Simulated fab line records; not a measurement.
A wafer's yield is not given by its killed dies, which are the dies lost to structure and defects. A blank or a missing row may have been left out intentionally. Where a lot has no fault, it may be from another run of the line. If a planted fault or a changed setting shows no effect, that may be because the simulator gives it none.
Check of tool commonality | flow n5 finfet | 27 wafers sampled across 11 lots

## WHAT PROMPTED THE OPENING
On 2 of the 11 lots, a flag is raised at N5_BEOL_M7_CD_MEAS_28 on the reading cd nm. Wafers without a fault read 40.00 nm, standard deviation 0.23.
Rule: a lot gets a flag if all its wafers with a number sit over 4 standard deviations from that mean, or if no wafer of it has a number. The rest of the lots are taken to be sound.

lot  | measured     | on        | cd nm (nm), wafer by wafer | flag
L160 | day 8 22:31  | cd sem-01 | 40.33 39.82                |
L161 | day 9 09:41  | cd sem-03 | 39.77 40.06 39.61          |
L162 | day 10 07:38 | cd sem-01 | 39.90 39.84                |
L165 | day 10 12:16 | cd sem-02 | 40.57 40.01 39.76          |
L164 | day 11 21:56 | cd sem-03 | 39.84 39.90 39.66          |
L169 | day 12 03:00 | cd sem-01 | 39.50 39.96                |
L172 | day 12 18:29 | cd sem-03 | 40.32 40.42                |
L174 | day 13 06:20 | cd sem-01 | 41.90 41.08 41.41          | FLAGGED
L173 | day 13 12:37 | cd sem-03 | 41.39 41.04 41.06          | FLAGGED
L177 | day 14 14:10 | cd sem-01 | 40.15 39.89                |
L179 | day 15 03:53 | cd sem-03 | 40.07 40.02                |
The numbers of the flagged lots are 41.31 nm on average: +1.31 nm against the usual, or +6 standard deviations.

## EACH LOT AND THE TOOL IT RAN ON
The record holds 3 process steps before the reading, out of a route of 1938 steps. Cell contents, in order: the tool; ch with the chambers the sampled wafers went through; the start.
lot  | flag    | N5_BEOL_M7_DESCUM_16               | N5_BEOL_M7_STRIP_67                | N5_BEOL_M7_EXPOSE_25
L160 |         | rie diel-02 ch 0,1, day 8 18:34    | rie diel-02 ch 0,1, day 8 18:48    | euv scanner-01 ch 0, day 8 22:24
L161 |         | rie diel-01 ch 0,1,3, day 9 08:11  | rie diel-01 ch 0,1,3, day 9 08:26  | euv scanner-02 ch 0, day 9 09:34
L162 |         | rie diel-02 ch 0,1, day 10 04:27   | rie diel-02 ch 0,1, day 10 04:41   | euv scanner-01 ch 0, day 10 07:30
L165 |         | rie diel-02 ch 1,3, day 10 09:04   | rie diel-02 ch 1,3, day 10 09:19   | euv scanner-02 ch 0, day 10 12:09
L164 |         | rie diel-01 ch 0,1,2, day 11 19:59 | rie diel-01 ch 0,1,2, day 11 20:13 | euv scanner-02 ch 0, day 11 21:48
L169 |         | rie diel-02 ch 0,1, day 11 23:50   | rie diel-02 ch 0,1, day 12 00:04   | euv scanner-02 ch 0, day 12 02:54
L172 |         | rie diel-03 ch 0,1, day 12 15:26   | rie diel-03 ch 0,1, day 12 15:40   | euv scanner-01 ch 0, day 12 18:21
L174 | FLAGGED | rie diel-01 ch 0,1,3, day 13 02:29 | rie diel-01 ch 0,1,3, day 13 02:43 | euv scanner-01 ch 0, day 13 06:11
L173 | FLAGGED | rie diel-02 ch 0,3, day 13 11:22   | rie diel-02 ch 0,3, day 13 11:36   | euv scanner-01 ch 0, day 13 12:29
L177 |         | rie diel-02 ch 1,2, day 14 13:17   | rie diel-02 ch 1,2, day 14 13:31   | euv scanner-02 ch 0, day 14 14:02
L179 |         | rie diel-02 ch 1,3, day 15 01:23   | rie diel-02 ch 1,3, day 15 01:37   | euv scanner-02 ch 0, day 15 03:45
What these steps do:
- N5_BEOL_M7_DESCUM_16: chemistry O2, time 7.9 s.
- N5_BEOL_M7_STRIP_67: strips in CF4.
- N5_BEOL_M7_EXPOSE_25: exposes mask V6, target cd 40 nm.
- N5_BEOL_M7_CD_MEAS_28: target cd 40 nm.

## FLAGGED AGAINST TOTAL, ONE TOOL AT A TIME (gauges that did the reading follow at the end)
step                  | tool           | lots run | flagged | share of the flagged lots | sound lots run after its first flagged lot
N5_BEOL_M7_DESCUM_16  | rie diel-01    | 3        | 1       | some                      | 0
N5_BEOL_M7_DESCUM_16  | rie diel-02    | 7        | 1       | some                      | 2 (L177,L179)
N5_BEOL_M7_DESCUM_16  | rie diel-03    | 1        | 0       | none                      | -
N5_BEOL_M7_STRIP_67   | rie diel-01    | 3        | 1       | some                      | 0
N5_BEOL_M7_STRIP_67   | rie diel-02    | 7        | 1       | some                      | 2 (L177,L179)
N5_BEOL_M7_STRIP_67   | rie diel-03    | 1        | 0       | none                      | -
N5_BEOL_M7_EXPOSE_25  | euv scanner-01 | 5        | 2       | all                       | 0
N5_BEOL_M7_EXPOSE_25  | euv scanner-02 | 6        | 0       | none                      | -
N5_BEOL_M7_CD_MEAS_28 | cd sem-01      | 5        | 1       | some                      | 1 (L177)
N5_BEOL_M7_CD_MEAS_28 | cd sem-02      | 1        | 0       | none                      | -
N5_BEOL_M7_CD_MEAS_28 | cd sem-03      | 5        | 1       | some                      | 1 (L179)

## WHAT THE TABLE PERMITS
1 row of the table ran every flagged lot: euv scanner-01 at N5_BEOL_M7_EXPOSE_25.
- euv scanner-01 at N5_BEOL_M7_EXPOSE_25: 2 of its 5 lots flagged. A fault beginning between L172 (day 12 18:21), its last sound lot, and L174 (day 13 06:11), its first flagged one, fits the data. Its own readings (exposure dose mJ cm2) fall more than 4 standard deviations out on all wafers of the flagged lots.
Just one tool remains: euv scanner-01 at N5_BEOL_M7_EXPOSE_25.

## WHAT HAD BEEN PUT IN BY THE SIMULATOR
Process parameters drifting: euv scanner-01 at N5_BEOL_M7_EXPOSE_25, beginning at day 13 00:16. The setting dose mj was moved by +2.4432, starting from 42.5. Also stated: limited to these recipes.
Shown lots that were struck: L174, L173. Same finding as the rule above.
